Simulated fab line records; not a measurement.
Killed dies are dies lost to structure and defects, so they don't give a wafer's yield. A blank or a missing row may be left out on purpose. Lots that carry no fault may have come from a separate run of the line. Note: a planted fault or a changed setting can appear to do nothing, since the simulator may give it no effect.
Which tool did it? || flow nand-harc || 6 lots with 18 wafers sampled at 3 steps, on a route of 1159 steps

## WHAT EACH GAUGE READ, for each wafer
NHARC_P_ZERO_WELL_CD_MEAS_37: the cd target is 720 nm.
{"lot": "L984", "measured": "day 1 22:02", "on": "cd-sem-01", "cd-nm (nm)": "719.3 719.3 721.3"}
{"lot": "L986", "measured": "day 2 10:08", "on": "cd-sem-02", "cd-nm (nm)": "- - -"}
{"lot": "L997", "measured": "day 5 03:58", "on": "cd-sem-03", "cd-nm (nm)": "717.5 719.7 721.8"}
{"lot": "L999", "measured": "day 5 16:01", "on": "cd-sem-02", "cd-nm (nm)": "719.0 717.0 718.3"}
{"lot": "L103", "measured": "day 6 16:05", "on": "cd-sem-01", "cd-nm (nm)": "716.2 721.5 720.1"}
{"lot": "L105", "measured": "day 7 04:07", "on": "cd-sem-02", "cd-nm (nm)": "719.7 716.1 716.2"}

## WHICH TOOL RAN EACH LOT (tool, then ch and the chambers of the sampled wafers, then the start)
{"lot": "L984", "NHARC_P_ZERO_WELL_ETCH_63": "rie-si-02 ch 2,3, day 1 19:32", "NHARC_P_ZERO_WELL_EXPOSE_34": "krf-scanner-04 ch 0, day 1 21:52"}
{"lot": "L986", "NHARC_P_ZERO_WELL_ETCH_63": "rie-si-02 ch 1,2, day 2 07:42", "NHARC_P_ZERO_WELL_EXPOSE_34": "krf-scanner-04 ch 0, day 2 09:59"}
{"lot": "L997", "NHARC_P_ZERO_WELL_ETCH_63": "rie-si-02 ch 0,1, day 5 01:32", "NHARC_P_ZERO_WELL_EXPOSE_34": "krf-scanner-02 ch 0, day 5 03:48"}
{"lot": "L999", "NHARC_P_ZERO_WELL_ETCH_63": "rie-si-06 ch 0,3, day 5 13:33", "NHARC_P_ZERO_WELL_EXPOSE_34": "krf-scanner-04 ch 0, day 5 15:52"}
{"lot": "L103", "NHARC_P_ZERO_WELL_ETCH_63": "rie-si-06 ch 1,2,3, day 6 13:40", "NHARC_P_ZERO_WELL_EXPOSE_34": "krf-scanner-02 ch 0, day 6 15:56"}
{"lot": "L105", "NHARC_P_ZERO_WELL_ETCH_63": "rie-si-02 ch 0,1,3, day 7 01:39", "NHARC_P_ZERO_WELL_EXPOSE_34": "krf-scanner-02 ch 0, day 7 03:57"}
- NHARC_P_ZERO_WELL_ETCH_63: etches the open film in HBr/Cl2, target depth 120 nm, time 40.1 s.
- NHARC_P_ZERO_WELL_EXPOSE_34: exposes mask P PWELL, target cd 720 nm.

## THE ANSWER, worked out from the rows above alone
Rule: what is usual is taken from the lots themselves. The widest of any qualifying gaps counts: lots, ordered by their means at a reading, are off when they make up no more than a third of the lots, leave a main group of 4 or more, and stand apart from it by 3 or more times the standard deviation of that group's means. Not used: any main group whose means are identical at the precision the tables above print for the reading. A lot without any number at a reading at which 4 lots or more have one is off too. The other lots that the step has rows for count as sound.
Off, at NHARC_P_ZERO_WELL_CD_MEAS_37 on cd-nm: L986. Without a number there: L986. The main group has a mean of 718.9 nm with a standard deviation of 0.99.
If a tool, at a process step before that reading, ran all the lots that are off and no sound lot after the first of them, it fits. Those tools and the gauges at NHARC_P_ZERO_WELL_CD_MEAS_37 are tried in the same way. None of those tried fits.

## WHAT HAD BEEN PUT IN BY THE SIMULATOR
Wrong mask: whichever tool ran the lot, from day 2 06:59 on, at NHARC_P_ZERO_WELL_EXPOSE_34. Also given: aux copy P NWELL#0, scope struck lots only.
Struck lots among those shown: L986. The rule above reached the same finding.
